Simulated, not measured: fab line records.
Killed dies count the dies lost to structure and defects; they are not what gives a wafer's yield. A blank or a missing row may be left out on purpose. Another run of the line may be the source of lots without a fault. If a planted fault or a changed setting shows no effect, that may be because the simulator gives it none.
A struck lot beside a sound one | flow nandHarc | 27 out of 1302 route steps
Sound: the wafers L230.1, L230.4, L230.5. The struck wafers were L241.2, L241.3, L241.4. Last of all comes the cause.
Each step with rows lists, per side, the tool, then ch with its chambers, then its first start. Under that, the readings that differ: sound wafers | struck wafers | difference of the means | sigmas: that difference in standard deviations of wafers without a fault.
alike: a reading whose means differ by less than 2 such deviations, as well as words and numbers matching on both sides. not compared: withheld readings; readings where some wafer has no value; bounds like >300 that might hide an equal value; numbers whose values overlap and for which the record gives no deviation.
The two part at a step that has a row with sigmas, a row that says differs or no value, or rows on one side only. Non-overlapping numbers with no deviation appear without sigmas and do not part them. Lack of a reading on every wafer of one side parts them only where that side has two or more wafers.

first, 7 steps without rows for these wafers: NHARC_A_SLIT_HMDS_02 (time 30 s); NHARC_A_SLIT_COAT_03 (resist thk 90 nm); NHARC_A_SLIT_SOFTBAKE_04 (time 55 s); NHARC_A_SLIT_EBR_05; NHARC_A_SLIT_EXPOSE_06 (exposes mask SLIT); NHARC_A_SLIT_PEB_07 (peb time 65 s); NHARC_A_SLIT_DEVELOP_08 (develop time 35 s).
NHARC_A_SLIT_CD_MEAS_09: target cd 300 nm.
  sound on cdSem-01 ch 0, day 21 01:02; struck on cdSem-03 ch 0, day 25 14:33
  alike: cdNm
NHARC_A_SLIT_OVL_MEAS_10:
  struck on overlay-02, day 25 14:38; sound on overlay-02, day 21 01:08
  alike: overlayXNm, overlayYNm
NHARC_A_SLIT_INSPECT_11:
  struck on defectInspect-01, day 25 14:40; sound on defectInspect-01, day 21 01:10
reading        | sound       | struck   | difference | sigmas
rawDefectCount | 120 119 132 | 34 45 43 | -83        | -3
NHARC_A_SLIT_DESCUM_14: chemistry O2, time 3 s.
  sound on rieDiel-07 ch 2,3, day 21 01:14; struck on rieDiel-06 ch 0,1,2, day 25 14:44
  alike: drypumpMotorCurrentA, mfcArSccm, oesProductAu, rfVppV, showerheadPlenumPTorr, throttleValvePct
  not compared: rfHoursCounterH
then, 1 step without rows for these wafers: NHARC_A_SLIT_ETCH_24 (etches the open film in CF4/CHF3, target depth 121 nm, time 60.5 s).
NHARC_A_SLIT_ETCH_15: etches the open film in O2/COS, target depth 6200 nm, time 1612 s.
  sound on rieDiel-07 ch 1,3, day 21 01:35; struck on rieDiel-06 ch 0,1,3, day 25 15:23
  alike: drypumpMotorCurrentA, mfcArSccm, oesProductAu, rfFwdPowerW, rfVppV, showerheadPlenumPTorr, throttleValvePct
  not compared: rfHoursCounterH
NHARC_A_SLIT_ETCH_17: etches the open film in C4F8/O2/Ar, time 4254.5 s, target depth 20300 nm.
  sound on harEtch-01 ch 0, day 21 03:20; struck on harEtch-01 ch 0,1, day 25 17:05
  alike: drypumpMotorCurrentA, mfcArSccm, showerheadPlenumPTorr, throttleValvePct
  not compared: rfHoursCounterH
then, 2 steps without rows for these wafers: NHARC_A_SLIT_ETCH_26 (etches the open film in C4F8/O2/Ar, time 90 s, target depth 400 nm); NHARC_A_SLIT_STRIP_28 (strips in O2/COS).
NHARC_A_SLIT_ETCH_29: etches the open film in CF4/O2, target depth 100 nm, overetch 10 nm, time 55 s.
  sound on rieDiel-09 ch 2,3, day 21 07:15; struck on rieDiel-09 ch 0,1,3, day 25 21:01
  alike: drypumpMotorCurrentA, mfcArSccm, oesProductAu, rfFwdPowerW, rfVppV, showerheadPlenumPTorr, throttleValvePct
  not compared: rfHoursCounterH
NHARC_A_SLIT_STRIP_18: strips in O2.
  sound: rieDiel-09 ch 1,3; struck: rieDiel-09 ch 0,1,3
  alike: drypumpMotorCurrentA, mfcArSccm, oesProductAu, rfVppV, showerheadPlenumPTorr, throttleValvePct
  not compared: rfHoursCounterH
then, 2 steps without rows for these wafers: NHARC_A_SLIT_PRECLEAN_19 (cleans in SC1); NHARC_A_SLIT_SRD_20.
NHARC_A_SLIT_CD_MEAS_21:
  struck on cdSem-02, day 25 21:33; sound on cdSem-01, day 21 07:47
  alike: cdNm
then, 3 steps without rows for these wafers: NHARC_A_SIN_REMOVE_WET_00 (chemistry H3PO4, time 15300 s); NHARC_A_SIN_REMOVE_PRECLEAN_01 (cleans in SC1); NHARC_A_SIN_REMOVE_SRD_02.
NHARC_A_SIN_REMOVE_INSPECT_04:
  struck on defectInspect-02, day 26 04:13; sound on defectInspect-02, day 21 14:22
reading        | sound       | struck      | difference | sigmas
rawDefectCount | 419 373 460 | 728 708 763 | +316       | +4
NHARC_A_WL_FILL_ALD_00: deposits Al2O3, target thk 3 nm, pulse time 3 s, ald cycles 30.
  sound on aldHk-02 ch 0,2,3, day 21 14:28; struck on aldHk-02 ch 0,1,2, day 26 04:16
  alike: heaterPowerW, precursorPulseHeightRel
-- jump in the record: it breaks off in module A_WL_FILL and resumes in module END (first step shown: number 1302 of the route), and 4 days separate the struck wafers' starts before and after --
NHARC_END_SORT_01:
  here the record holds rows for the struck wafers (prober-01 ch 0, day 30 09:38) but none for the sound ones

## WHERE THEY PART
At NHARC_A_SLIT_INSPECT_11 first; at NHARC_END_SORT_01 last (within this record only).

WHY: what the simulator had put in
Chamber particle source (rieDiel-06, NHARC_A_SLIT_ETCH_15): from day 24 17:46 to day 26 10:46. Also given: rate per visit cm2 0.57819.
